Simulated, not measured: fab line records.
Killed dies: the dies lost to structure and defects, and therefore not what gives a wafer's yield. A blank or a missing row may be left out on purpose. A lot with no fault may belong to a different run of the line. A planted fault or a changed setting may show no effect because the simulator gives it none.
Comparing a struck lot with a sound one | flow nandHarc | 15 steps out of a route of 1159
Sound: the wafers L289.1, L289.4, L289.5. Struck: wafer L294.2; the same lot's L294.3 was not struck, so it is left out; see the end for the cause.
For every step that has rows: the tool of each side, followed by ch and its chambers, followed by its first start. Under that, the readings that differ: sound wafers | struck wafers | difference of the means | sigmas: that difference in standard deviations of wafers without a fault.
alike: readings whose means differ by less than 2 such deviations, and words and numbers that are the same on both sides. not compared: withheld readings, readings that some wafer has no value for, bounds like >300 that may hide the same value, and numbers for which the record gives no deviation and whose values overlap.
A row with sigmas, a row that says differs or no value, or rows on one side alone: a step with any of these is where the two part. Numbers that don't overlap but have no deviation are shown without sigmas and don't part them. A reading missing from all wafers of one side parts the sides only when that side holds two or more wafers.

first, 8 steps without rows for these wafers: NHARC_A_M1_HMDS_02 (time 30 s); NHARC_A_M1_COAT_34 (time 65 s); NHARC_A_M1_COAT_03 (resist thk 90 nm); NHARC_A_M1_SOFTBAKE_04 (time 55 s); NHARC_A_M1_EBR_05; NHARC_A_M1_EXPOSE_06 (exposes mask A M1, target cd 120 nm); NHARC_A_M1_PEB_07 (peb time 65 s); NHARC_A_M1_DEVELOP_08 (develop time 35 s).
NHARC_A_M1_CD_MEAS_09 targets a cd of 120 nm.
  sound on cdSem-01 ch 0, day 19 14:00; struck on cdSem-02 ch 0, day 20 14:35
  alike: cdNm
NHARC_A_M1_OVL_MEAS_10: pitch 240 nm.
  sound on overlay-01 at day 19 14:05; struck on overlay-02 at day 20 14:40
reading         | sound          | struck | difference | sigmas
overlayXNm (nm) | -0.7 -0.4 -0.6 | 1.5    | +2.1       | +2
  alike: overlayYNm
NHARC_A_M1_INSPECT_11:
  sound on defectInspect-01 at day 19 14:07; struck on defectInspect-02 at day 20 14:43
  alike: rawDefectCount
NHARC_A_M1_DESCUM_14: chemistry O2, time 3 s.
  sound on rieDiel-11 ch 0,2, day 19 14:11; struck on rieDiel-03 ch 3, day 20 14:47
  alike: drypumpMotorCurrentA, oesProductAu, rfVppV, showerheadPlenumPTorr, throttleValvePct
  not compared: rfHoursCounterH
NHARC_A_M1_ETCH_35: etches the open film in N2/H2, target depth 40 nm, overetch 12 nm, time 43.94 s.
  sound on rieDiel-11 ch 0,1,2, day 19 14:16; struck on rieDiel-03 ch 3, day 20 14:52
reading                      | sound             | struck | difference | sigmas
oesProductAu (a.u.)          | 0.997 1.006 1.001 | 0.861  | -0.140     | -22
rfVppV (V)                   | 433.5 430.7 428.4 | 435.6  | +4.7       | +2
showerheadPlenumPTorr (Torr) | 2.15 2.01 1.95    | 2.19   | +0.15      | +2
  alike: biasW, drypumpMotorCurrentA, h2FlowSccm, n2FlowSccm, throttleValvePct
  not compared: rfHoursCounterH
NHARC_A_M1_ETCH_15: etches the open film in C4F8/Ar, target depth 182.5 nm, time 91.2 s.
  sound on rieDiel-11 ch 0,2,3; struck on rieDiel-03 ch 1
  alike: biasW, oesProductAu, rfVppV
  not compared: rfHoursCounterH
NHARC_END_SORT_01:
  the record has rows for the sound wafers here (prober-01 ch 0, day 21 02:13) and none for the struck ones

== WHERE THEY PART ==
At NHARC_A_M1_OVL_MEAS_10 first; at NHARC_END_SORT_01 last (within this record only).

WHY: what had been put in by the simulator
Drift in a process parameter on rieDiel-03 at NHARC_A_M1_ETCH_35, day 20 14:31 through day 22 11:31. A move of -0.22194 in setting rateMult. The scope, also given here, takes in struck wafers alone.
